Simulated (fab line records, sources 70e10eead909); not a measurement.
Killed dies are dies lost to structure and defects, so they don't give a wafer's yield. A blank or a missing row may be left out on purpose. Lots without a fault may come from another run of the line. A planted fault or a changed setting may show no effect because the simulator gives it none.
fab line records | flow nand_harc
record lots=6 wafers=18 last_day=24
route steps=1159 shown A_M0@1019 A_M1@1026 END@1159
lots that met no fault: from a run of the same line without faults
start_h: hours from the record's first day to the start of the lot's first wafer shown | wait_h: hours since the lot's step before | " the same as in the row above | L1.1+2: a row that stands for several wafers | - no value, or no start given | * or withheld: withheld | < > ~ a bound
route shown NAME@n: a module of which the file shows steps, and the number in the route of the first | usual: mean/standard deviation of fault-free wafers | same: alike in all rows | chamber/n: place in a boat | sites: the reading at each site | _std_site: their standard deviation | _edge_site: outer sites' mean less inner sites' | radius_mm: how far each site lies from the wafer's centre | mask NAME#n: copy n | behind: the tool/chamber that last shaped the wafer | hold: why the lot was held/for how many hours/how that ended | device: the transistor (n, p or np) that didn't switch | end of line: the same wafers' tests at the end of the route | a step without rows: its recipe alone | killed: dies lost to structure and defects at the first sort, not the wafer's yield | map: a wafer's dies, x killed, . not, _ none there
set.NAME: the setting as run; set.NAME@STEP: as run at that earlier step | model.NAME: the simulator's own value behind a step, which no gauge read
lots at some steps of the route; a table a step, a row a wafer
services: from which hour (start_h, from the record's first day; less than 0 if before it) a tool's chamber was out of use, for how many hours, and why
## steps
# step NHARC_A_M0_CMP_23
# recipe t_overpolish_s=20 target_thk_nm=113.75
# step NHARC_A_M0_THK_MEAS_24
# recipe thk_meas_gauge=xrf
# usual thk_nm=113.2/1.2
# columns lot.wafer tool chamber start_h wait_h thk_nm
L739.1 film_metro-02 - 415.73 - 113.0
L739.5 " - " " 113.2
L739.6 " - " " 111.0
L742.3 film_metro-01 - 439.95 - 113.9
L742.4 " - " " 113.0
L742.5 " - " " 112.0
L749.1 film_metro-01 - 490.77 - 114.0
L749.4 " - " " 112.7
L749.6 " - " " 116.0
L754.3 film_metro-01 - 527.01 - 113.2
L754.5 " - " " 111.3
L754.6 " - " " 112.9
L758.1 film_metro-01 - 537.97 - 112.0
L758.4 " - " " 113.0
L758.5 " - " " 113.2
L759.3 film_metro-02 - 538.60 - 113.8
L759.5 " - " " 112.9
L759.6 " - " " 113.9
# step NHARC_A_M0_SRD_25
# step NHARC_A_M0_INSPECT_27
# usual raw_defect_count=412/96
# columns lot.wafer tool chamber start_h wait_h raw_defect_count
L739.1 defect_inspect-01 - 415.88 0.0 322
L739.5 " - " " 409
L739.6 " - " " 408
L742.3 defect_inspect-01 - 440.12 0.0 260
L742.4 " - " " 384
L742.5 " - " " 299
L749.1 defect_inspect-01 - 490.93 0.0 305
L749.4 " - " " 432
L749.6 " - " " 519
L754.3 defect_inspect-01 - 527.19 0.0 209
L754.5 " - " " 301
L754.6 " - " " 323
L758.1 defect_inspect-02 - 538.13 0.0 306
L758.4 " - " " 315
L758.5 " - " " 308
L759.3 defect_inspect-01 - 538.75 0.0 425
L759.5 " - " " 521
L759.6 " - " " 684
# step NHARC_A_M0_PRE_CLEAN_31
# recipe time_s=12 temp_c=370 rf_power_w=300 gas=NH3
# usual heater_power_w=642/98
# columns lot.wafer tool chamber start_h wait_h heater_power_w
L739.1 pecvd-04 0 416.13 0.2 481
L739.6 " 1 " " 662
L739.5 " 0 " " 484
L742.3 pecvd-02 0 440.58 0.5 802
L742.5 " 2 " " 640
L742.4 " 1 " " 760
L749.1 pecvd-01 1 490.99 0.1 498
L749.4 " 1 " " 493
L749.6 " 0 " " 632
L754.3 pecvd-04 0 528.20 1.0 473
L754.6 " 1 " " 632
L754.5 " 2 " " 717
L758.1 pecvd-04 0 538.21 0.1 519
L758.4 " 2 " " 708
L758.5 " 1 " " 728
L759.3 pecvd-04 0 538.83 0.1 486
L759.6 " 0 " " 475
L759.5 " 1 " " 731
# step NHARC_A_M0_DEP_32
# recipe target_thk_a=300 temp_c=370 target_thk_nm=30 pressure_torr=3 flow_sccm=200 rf_w=450 material=SiCN
# usual chamber_pressure_Torr=3.001/0.007 heater_power_w=596/99
# columns lot.wafer tool chamber start_h wait_h chamber_pressure_Torr heater_power_w
L739.1 pecvd-04 0 416.29 0.1 3.000 499
L739.6 " 1 " " 3.000 621
L739.5 " 0 " " 3.000 514
L742.3 pecvd-02 0 440.69 0.1 3.003 721
L742.5 " 2 " " 3.006 641
L742.4 " 1 " " 2.999 686
L749.1 pecvd-01 1 491.07 0.1 2.997 462
L749.4 " 1 " " 3.002 473
L749.6 " 0 " " 3.004 605
L754.3 pecvd-04 0 528.28 0.1 3.003 404
L754.6 " 1 " " 3.002 653
L754.5 " 2 " " 3.012 620
L758.1 pecvd-04 0 538.32 0.1 3.001 445
L758.4 " 2 " " 3.012 638
L758.5 " 1 " " 2.999 609
L759.3 pecvd-04 0 538.94 0.1 2.999 484
L759.6 " 0 " " 2.993 490
L759.5 " 1 " " 3.006 568
# step NHARC_A_M1_DEP_00
# recipe target_thk_a=1825 target_thk_nm=182.5 temp_c=withheld pressure_torr=5 flow_sccm=200 rf_w=600 material=SiOC
# step NHARC_A_M1_DEHYDRATE_01
# recipe temp_c=150 time_s=120
# step NHARC_A_M1_HMDS_02
# recipe time_s=30
# step NHARC_A_M1_COAT_34
# recipe temp_c=200 time_s=65
# step NHARC_A_M1_COAT_03
# recipe spin_rpm=1500 resist_thk_nm=90
# step NHARC_A_M1_SOFTBAKE_04
# recipe temp_c=105 time_s=55
# usual heater_power_total_W=188.44/0.12
# columns lot.wafer tool chamber start_h wait_h heater_power_total_W
L739.1 litho_track-06 0 417 - 188.50
L739.5 " 0 " " 188.45
L739.6 " 0 " " 188.32
L742.3 litho_track-01 0 441 - 188.42
L742.4 " 0 " " 188.38
L742.5 " 0 " " 188.26
L749.1 litho_track-01 0 491 - 222.91
L749.4 " 0 " " 222.76
L749.6 " 0 " " 222.91
L754.3 litho_track-01 0 529 - 222.86
L754.5 " 0 " " 223.15
L754.6 " 0 " " 222.74
L758.1 litho_track-04 0 539 - 188.73
L758.4 " 0 " " 188.42
L758.5 " 0 " " 188.52
L759.3 litho_track-04 0 539 - 188.44
L759.5 " 0 " " 188.35
L759.6 " 0 " " 188.55
# step NHARC_A_M1_EBR_05
# step NHARC_A_M1_EXPOSE_06
# recipe na=1.35 target_cd_nm=120 dose_mj=75.13 mask_id=A_M1
# step NHARC_A_M1_PEB_07
# recipe peb_temp_c=100 peb_time_s=65
# step NHARC_A_M1_DEVELOP_08
# recipe develop_time_s=35 dev_temp_c=23
# step NHARC_A_M1_CD_MEAS_09
# recipe target_cd_nm=120 landing_energy_ev=500
# usual cd_nm=120.0/0.52
# columns lot.wafer tool chamber start_h wait_h cd_nm
L739.1 cd_sem-01 0 417.77 - 120.5
L739.5 " 0 " " 120.6
L739.6 " 0 " " 120.3
L742.3 cd_sem-02 0 441.95 - 119.2
L742.4 " 0 " " 119.1
L742.5 " 0 " " 119.3
L749.1 cd_sem-03 0 492.18 - 118.3
L749.4 " 0 " " 118.4
L749.6 " 0 " " 117.5
L754.3 cd_sem-01 0 529.63 - 117.8
L754.5 " 0 " " 117.5
L754.6 " 0 " " 117.4
L758.1 cd_sem-01 0 539.52 - 120.1
L758.4 " 0 " " 119.4
L758.5 " 0 " " 120.2
L759.3 cd_sem-02 0 540.44 - 119.2
L759.5 " 0 " " 119.3
L759.6 " 0 " " 119.4
# step NHARC_A_M1_OVL_MEAS_10
# recipe pitch_nm=240
# usual overlay_x_nm=-0.1/0.79 overlay_y_nm=-0.1/0.86
# columns lot.wafer tool chamber start_h wait_h overlay_x_nm overlay_y_nm
L739.1 overlay-02 - 417.86 - -0.4 0.4
L739.5 " - " " -0.8 -0.1
L739.6 " - " " -0.1 0.2
L742.3 overlay-02 - 442.03 - 0.0 0.0
L742.4 " - " " 0.1 0.1
L742.5 " - " " -0.1 0.0
L749.1 overlay-01 - 492.27 - -0.7 -0.2
L749.4 " - " " -0.7 0.4
L749.6 " - " " -0.3 -0.9
L754.3 overlay-02 - 529.71 - 0.1 1.1
L754.5 " - " " -0.3 1.0
L754.6 " - " " -0.6 0.7
L758.1 overlay-02 - 539.60 - 0.8 0.5
L758.4 " - " " 0.6 0.4
L758.5 " - " " 0.2 0.9
L759.3 overlay-01 - 540.53 - 1.3 -0.3
L759.5 " - " " 1.4 -1.2
L759.6 " - " " 1.3 -0.8
# step NHARC_A_M1_INSPECT_11
# usual raw_defect_count=32/16
# columns lot.wafer tool chamber start_h wait_h raw_defect_count
L739.1 defect_inspect-01 - 417.90 0.0 19
L739.5 " - " " 18
L739.6 " - " " 13
L742.3 defect_inspect-01 - 442.07 0.0 27
L742.4 " - " " 23
L742.5 " - " " 28
L749.1 defect_inspect-01 - 492.30 0.0 38
L749.4 " - " " 53
L749.6 " - " " 44
L754.3 defect_inspect-02 - 529.75 0.0 17
L754.5 " - " " 14
L754.6 " - " " 20
L758.1 defect_inspect-01 - 539.64 0.0 40
L758.4 " - " " 57
L758.5 " - " " 46
L759.3 defect_inspect-01 - 540.56 0.0 48
L759.5 " - " " 46
L759.6 " - " " 46
# step NHARC_A_M1_DESCUM_14
# recipe time_s=3 o2_flow_sccm=200 ar_flow_sccm=0 bias_power_w=0 chemistry=O2
# usual drypump_motor_current_A=5.9/0.43 oes_product_au=0.997/0.0069 rf_vpp_V=57.7/0.84 showerhead_plenum_p_Torr=1.92/0.065 throttle_valve_pct=11.310/0.01
# same bias_power_w=0
# columns lot.wafer tool chamber start_h wait_h drypump_motor_current_A oes_product_au rf_hours_counter_h rf_vpp_V showerhead_plenum_p_Torr throttle_valve_pct model.A_M1.cd_nm
L739.1 rie_diel-03 2 417.98 0.1 5.3 0.990 0 56.2 1.92 11.319 120.4
L739.6 " 3 " " 6.3 0.997 - 58.2 1.98 11.314 120.3
L739.5 " 1 " " 6.2 0.999 - 58.5 1.91 11.302 120.6
L742.3 rie_diel-03 1 442.13 0.1 6.2 1.001 4 59.7 1.91 11.307 118.9
L742.5 " 1 " " 6.2 1.003 - 58.7 1.91 11.308 119.3
L742.4 " 2 " " 5.2 1.009 - 58.6 1.92 11.312 119.3
L749.4 rie_diel-08 1 492.38 0.1 6.7 0.998 0 57.3 2.00 11.320 118.3
L749.1 " 2 " " 5.6 0.999 0 57.4 1.99 11.327 118.8
L749.6 " 3 " " 5.9 1.003 - 58.1 2.05 11.302 117.5
L754.3 rie_diel-08 3 529.84 0.1 5.9 0.995 4 58.0 2.05 11.298 118
L754.6 " 0 " " 6.3 0.992 - 58.2 1.87 11.308 118.3
L754.5 " 1 " " 6.6 1.003 - 57.5 2.00 11.284 117.2
L758.1 rie_diel-10 3 539.71 0.1 5.9 1.001 0 56.2 1.81 11.294 120.2
L758.4 " 0 " " 5.4 1.004 0 59.3 1.91 11.315 119.8
L758.5 " 2 " " 5.4 1.004 - 57.9 1.85 11.314 120.3
L759.3 rie_diel-10 0 540.62 0.1 5.5 0.991 0 57.4 1.91 11.320 119.6
L759.5 " 0 " " 5.4 0.990 - 58.2 1.91 11.305 119.2
L759.6 " 1 " " 5.6 0.991 - 57.0 1.87 11.299 119.6
# step NHARC_A_M1_ETCH_35
# recipe target_depth_a=400 overetch_a=120 time_s=43.94 ion_energy_ev=200 n2_flow_sccm=150 h2_flow_sccm=150 ar_flow_sccm=0 rf_w=400 bias_w=150 chemistry=N2/H2
# usual drypump_motor_current_A=5.9/0.42 oes_product_au=0.995/0.0067 rf_vpp_V=430.8/2.1 showerhead_plenum_p_Torr=2.05/0.074 throttle_valve_pct=14.171/0.0094
# columns lot.wafer tool chamber start_h wait_h drypump_motor_current_A oes_product_au rf_hours_counter_h rf_vpp_V showerhead_plenum_p_Torr throttle_valve_pct
L739.1 rie_diel-03 1 418.07 0.1 6.2 0.992 2 430.3 2.04 14.158
L739.6 " 3 " " 6.3 0.986 - 431.1 2.11 14.179
L739.5 " 2 " " 5.3 1.005 - 430.7 2.05 14.166
L742.3 rie_diel-03 2 442.25 0.1 5.2 0.994 2 430.5 2.05 14.190
L742.5 " 3 " " 6.3 0.993 - 434.4 2.11 14.181
L742.4 " 2 " " 5.2 0.989 - 432.1 2.05 14.142
L749.1 rie_diel-08 3 492.45 0.1 5.9 1.004 0 435.8 2.19 14.181
L749.4 " 2 " " 5.6 0.999 0 433.4 2.12 14.164
L749.6 " 0 " " 6.3 0.989 - 430.1 1.99 14.168
L754.3 rie_diel-08 0 529.90 0.1 6.3 0.993 4 429.2 1.99 14.153
L754.6 " 3 " " 6.0 1.003 - 434.7 2.19 14.172
L754.5 " 0 " " 6.3 0.987 - 428.2 1.99 14.173
L758.1 rie_diel-10 3 539.79 0.1 5.9 0.997 0 428.5 1.92 14.156
L758.4 " 0 " " 5.4 0.998 0 430.6 2.04 14.172
L758.5 " 2 " " 5.4 1.006 - 429.8 1.97 14.167
L759.3 rie_diel-10 0 540.72 0.1 5.5 1.002 0 431.8 2.04 14.173
L759.6 " 2 " " 5.4 0.999 - 427.7 1.97 14.168
L759.5 " 3 " " 5.9 1.002 - 429.4 1.92 14.191
# step NHARC_A_M1_ETCH_15
# recipe target_depth_a=1825 time_s=91.2 c4f8_flow_sccm=withheld ar_flow_sccm=400 rf_w=600 bias_w=300 chemistry=C4F8/Ar
# usual oes_product_au=0.951/0.021 rf_vpp_V=441.2/2.2
# columns lot.wafer tool chamber start_h wait_h oes_product_au rf_hours_counter_h rf_vpp_V
L739.1 rie_diel-03 3 - - 0.963 2 441.7
L739.6 " 2 " " 0.964 - 440.8
L739.5 " 3 " " 0.966 - 442.3
L742.3 rie_diel-03 3 - - 0.958 5 443.3
L742.5 " 2 " " 0.970 - 440.9
L742.4 " 3 " " 0.962 - 443.2
L749.1 rie_diel-08 3 - - 0.963 0 445.6
L749.4 " 0 " " 0.949 0 439.0
L749.6 " 1 " " 0.980 - 443.6
L754.3 rie_diel-08 2 - - 0.999 4 443.2
L754.5 " 3 " " 0.986 - 444.9
L754.6 " 0 " " 0.957 - 438.7
L758.1 rie_diel-10 1 - - 0.962 0 439.9
L758.4 " 2 " " 0.967 0 438.2
L758.5 " 1 " " 0.972 - 439.0
L759.3 rie_diel-10 3 - - 0.982 0 437.6
L759.6 " 3 " " 0.982 - 436.8
L759.5 " 0 " " 0.960 - 441.2
# step NHARC_A_M1_CD_MEAS_16
# usual cd_nm=120.1/0.63
# columns lot.wafer tool chamber start_h wait_h cd_nm
L739.1 cd_sem-02 - 418.31 - 120.2
L739.5 " - " " 120.2
L739.6 " - " " 120.2
L742.3 cd_sem-01 - 442.48 - 118.5
L742.4 " - " " 119.0
L742.5 " - " " 119.2
L749.1 cd_sem-03 - 492.67 - 118.6
L749.4 " - " " 118.3
L749.6 " - " " 117.1
L754.3 cd_sem-02 - 530.12 - 117.8
L754.5 " - " " 117.1
L754.6 " - " " 118.2
L758.1 cd_sem-01 - 540.01 - 120.6
L758.4 " - " " 119.8
L758.5 " - " " 120.5
L759.3 cd_sem-01 - 540.93 - 119.7
L759.5 " - " " 119.0
L759.6 " - " " 119.4
# step NHARC_A_M1_STRIP_18
# recipe power_w=1000 n2_flow_sccm=150 h2_flow_sccm=150 ar_flow_sccm=0 bias_w=0 chemistry=N2/H2
# usual drypump_motor_current_A=5.8/0.4 oes_product_au=0.997/0.0072 power_w=1000/3.2 rf_vpp_V=90.7/0.91 showerhead_plenum_p_Torr=2.03/0.069 throttle_valve_pct=14.171/0.0093
# columns lot.wafer tool chamber start_h wait_h drypump_motor_current_A oes_product_au power_w rf_hours_counter_h rf_vpp_V showerhead_plenum_p_Torr throttle_valve_pct
L739.1 rie_diel-08 1 418.41 0.1 6.7 1.001 1004 8.1 89.8 2.14 14.182
L739.6 " 0 " " 6.3 1.004 999 - 90.6 1.99 14.175
L739.5 " 1 " " 6.7 1.005 1003 - 91.6 2.14 14.184
L742.3 rie_diel-10 0 442.59 0.1 5.4 0.993 999 1.8 92.6 2.04 14.172
L742.4 " 0 " " 5.4 0.993 997 - 91.0 2.04 14.173
L742.5 " 2 " " 5.4 0.989 1004 - 88.9 1.97 14.163
L749.1 rie_diel-10 0 492.77 0.1 5.4 0.997 1006 2.9 90.2 2.04 14.172
L749.4 " 1 " " 5.6 0.991 1004 3.0 91.3 1.99 14.173
L749.6 " 3 " " 5.9 0.999 997 - 91.4 1.92 14.173
L754.3 rie_diel-03 3 530.27 0.1 6.3 1.002 1002 10.4 89.9 2.11 14.163
L754.6 " 0 " " 6.2 1.001 1002 - 91.7 2.10 14.171
L754.5 " 1 " " 6.2 0.997 1001 - 89.1 2.04 14.175
L758.1 rie_diel-08 0 540.11 0.1 6.3 0.994 1001 4.8 89.2 1.99 14.168
L758.5 " 0 " " 6.3 1.001 1003 - 90.0 1.99 14.164
L758.4 " 2 " " 5.6 1.012 997 - 90.3 2.12 14.170
L759.3 rie_diel-10 1 541.08 0.1 5.6 0.995 1003 0.1 90.7 1.99 14.189
L759.5 " 2 " " 5.4 1.011 1001 - 90.3 1.97 14.169
L759.6 " 3 " " 5.9 1.005 1001 - 89.3 1.92 14.168
# step NHARC_A_M1_ETCH_28
# recipe target_depth_a=300 over_etch_frac=0.3 time_s=72.99 ion_energy_ev=150 cf4_flow_sccm=50 n2_flow_sccm=100 ar_flow_sccm=150 rf_w=300 bias_w=100 chemistry=CF4/N2
# usual drypump_motor_current_A=5.8/0.4 oes_product_au=0.996/0.0068 rf_vpp_V=313.9/1.8 showerhead_plenum_p_Torr=2.61/0.084 throttle_valve_pct=19.793/0.0091
# columns lot.wafer tool chamber start_h wait_h drypump_motor_current_A oes_product_au rf_hours_counter_h rf_vpp_V showerhead_plenum_p_Torr throttle_valve_pct model.A_M1.cd_nm
L739.1 rie_diel-08 2 - - 5.6 0.992 7.7 315.5 2.73 19.806 120.3
L739.6 " 3 " " 5.9 1.001 - 318.4 2.81 19.799 120.4
L739.5 " 0 " " 6.3 0.989 - 312.7 2.57 19.786 120
L742.3 rie_diel-10 3 - - 5.9 0.995 2.0 310.8 2.49 19.798 118.7
L742.4 " 2 " " 5.4 1.007 - 311.7 2.54 19.791 119.2
L742.5 " 0 " " 5.4 1.001 - 315.6 2.62 19.783 119
L749.1 rie_diel-10 1 - - 5.5 1.003 3.0 313.2 2.57 19.793 118.7
L749.4 " 2 " " 5.4 0.993 3.3 312.0 2.54 19.809 117.5
L749.6 " 1 " " 5.5 0.996 - 311.8 2.57 19.787 117.4
L754.3 rie_diel-03 0 - - 6.2 1.003 4.7 316.0 2.70 19.806 117.3
L754.5 " 1 " " 6.2 0.996 - 314.5 2.62 19.788 116.4
L754.6 " 2 " " 5.3 1.001 - 314.4 2.64 19.778 118.2
L758.1 rie_diel-08 2 - - 5.6 1.008 4.8 316.5 2.72 19.792 120.8
L758.5 " 3 " " 5.9 1.000 - 316.7 2.80 19.805 120.7
L758.4 " 2 " " 5.6 1.009 - 316.2 2.72 19.788 119.4
L759.3 rie_diel-10 2 - - 5.4 1.002 0.2 313.3 2.54 19.774 119.2
L759.5 " 1 " " 5.6 0.976 - 314.0 2.57 19.788 119.3
L759.6 " 2 " " 5.4 0.997 - 311.4 2.54 19.788 119.8
# step NHARC_A_M1_STRIP_19
# recipe time_s=600 temp_c=30 chemistry=post_etch_residue_remover
# step NHARC_END_SORT_01
# recipe temp_c=25
# usual defect_limited_yield=95.0/1.7 killed_at_array=29/12 killed_at_other=0.7/1 killed_at_periphery=4/3.2 killed_dies=34/12 killed_open=3.4/2 killed_short=1.8/1.3 sort_bin_2_pct=1.6/0.7 sort_bin_3_pct=0.26/0.23 sort_bin_4_pct=3.1/1.1 sort_n_pass=643/12 sort_rim_yield_pct=96.4/2.6 sort_yield_pct=95.0/1.7
# same gross_dies=677 sort_bin_5_pct[%]=0 sort_bin_6_pct[%]=0 sort_bin_7_pct[%]=0 sort_bin_8_pct[%]=0 sort_rim_n_gross=106.00
# columns lot.wafer tool chamber start_h wait_h defect_limited_yield[%] killed_at_array killed_at_other killed_at_periphery killed_dies killed_open killed_short sort_bin_2_pct[%] sort_bin_3_pct[%] sort_bin_4_pct[%] sort_n_pass sort_rim_yield_pct[%] sort_yield_pct[%]
L742.3 prober-02 0 481.91 3.0 95.6 30 0 0 30 1 1 0.9 0.30 3.2 647 95.3 95.6
L742.4 prober-02 0 482.69 3.3 96.9 17 0 4 21 3 2 1.5 0.15 1.5 656 97.2 96.9
L742.5 prober-02 0 483.48 3.6 96.5 24 0 0 24 3 0 0.6 0.15 2.8 653 99.1 96.5
L749.1 prober-02 0 530.11 2.5 94.7 32 0 4 36 4 5 1.5 0.44 3.4 641 97.2 94.7
L749.4 prober-02 0 532.52 3.4 92.3 47 1 4 52 5 3 2.5 0.44 4.7 625 95.3 92.3
L749.6 prober-02 0 534.12 4.0 93.9 40 1 0 41 2 2 1.3 0.44 4.3 636 99.1 93.9
# killed by level:class
L742.3 A_SLIT:chamber_film_flake=18 A_CHANNEL_HOLE_D1:chamber_film_flake=3 A_STAIRCASE:chamber_film_flake=2 A_BONDPAD:chamber_film_flake=2 A_CONTACT:chamber_film_flake=2 A_ONON_D1:geometric_particle:short=1 A_CONTACT:geometric_particle:open=1 A_M0:chamber_film_flake=1
L742.4 A_SLIT:chamber_film_flake=9 P_M0:geometric_particle:open=2 A_CHANNEL_HOLE_D1:chamber_film_flake=2 A_CONTACT:chamber_film_flake=2 A_BONDPAD:chamber_film_flake=2 P_M1:geometric_particle:short=1 A_WL_FILL:geometric_particle:short=1 A_CONTACT:geometric_particle:open=1
L742.5 A_SLIT:chamber_film_flake=13 A_CHANNEL_HOLE_D1:chamber_film_flake=3 A_CONTACT:chamber_film_flake=2 A_M0:chamber_film_flake=2 A_CHANNEL_FILL_D1:geometric_particle:open=1 A_SGD_CUT:geometric_particle:open=1 A_BLC:geometric_particle:open=1 A_STAIRCASE:chamber_film_flake=1
L749.1 A_CHANNEL_HOLE_D1:chamber_film_flake=13 A_SLIT:chamber_film_flake=11 P_GATE:geometric_particle:short=1 P_CONTACT:geometric_particle:short=1 P_CONTACT:geometric_particle:open=1 P_M0:geometric_particle:open=1 A_CHANNEL_HOLE_D1:geometric_particle:open=1 A_CHANNEL_HOLE_D1:geometric_particle:short=1
L749.4 A_SLIT:chamber_film_flake=17 A_CHANNEL_HOLE_D1:chamber_film_flake=15 A_STAIRCASE:chamber_film_flake=3 A_WL_FILL:chamber_film_flake=3 A_CONTACT:chamber_film_flake=3 P_CONTACT:geometric_particle:open=2 A_SGD_CUT:geometric_particle:short=2 P_M0:geometric_particle:open=1
L749.6 A_CHANNEL_HOLE_D1:chamber_film_flake=17 A_SLIT:chamber_film_flake=16 A_STAIRCASE:chamber_film_flake=2 A_WL_FILL:geometric_particle:short=1 A_M0:geometric_particle:open=1 A_M1:geometric_particle:open=1 STARTING-WAFER:geometric_particle:short=1 A_CONTACT:chamber_film_flake=1
## services
# columns tool chamber start_h hours kind
rie_diel-03 - 392.42 9.0 pm
rie_diel-10 0 411.50 - clean
rie_diel-10 1 411.50 - clean
rie_diel-10 2 411.50 - clean
rie_diel-10 3 411.50 - clean
pecvd-04 2 414.33 10.2 repair
pecvd-01 - 418.00 13.0 pm
rie_diel-08 3 431.68 15.6 repair
pecvd-01 2 432.73 13.6 repair
rie_diel-10 0 436.00 - clean
rie_diel-10 1 436.00 - clean
rie_diel-10 1 441.33 2.3 repair
litho_track-01 - 443.01 7.0 pm
pecvd-02 1 448.29 5.9 repair
rie_diel-10 - 453.97 0.2 repair
litho_track-06 - 467.00 7.0 pm
pecvd-04 - 473.31 0.7 repair
rie_diel-03 2 474.74 12.6 repair
rie_diel-08 - 478.80 9.0 pm
litho_track-04 - 491.00 7.0 pm
pecvd-02 - 515.40 13.0 pm
rie_diel-10 - 530.50 9.0 pm
pecvd-02 - 535.58 0.5 repair
rie_diel-08 1 539.30 2.1 repair
## key
first_sign step=NHARC_A_M1_SOFTBAKE_04 reading=heater_power_total_W direction=up sigmas=99+ usual=* struck=*
effect step=NHARC_A_M1_CD_MEAS_09 reading=cd_nm direction=down sigmas=4.3 usual=120.0 struck=117.8
effect step=NHARC_A_M1_CD_MEAS_16 reading=cd_nm direction=down sigmas=3.6 usual=120.1 struck=117.9
model_effect step=NHARC_A_M1_DESCUM_14 value=A_M1.cd_nm without=120.2 struck=118
model_effect step=NHARC_A_M1_ETCH_28 value=A_M1.cd_nm without=119.8 struck=117.6
met_at NHARC_A_M1_SOFTBAKE_04
struck_wafers L749.1,L749.4,L749.6,L754.3,L754.5,L754.6
onset_between 441 491
fault kind=process_parameter_drift tool=litho_track-01 chamber=- onset_h=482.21 steps=NHARC_A_M1_SOFTBAKE_04 channel=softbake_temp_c offset=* shape=step end_h=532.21 acts_in=* stated=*
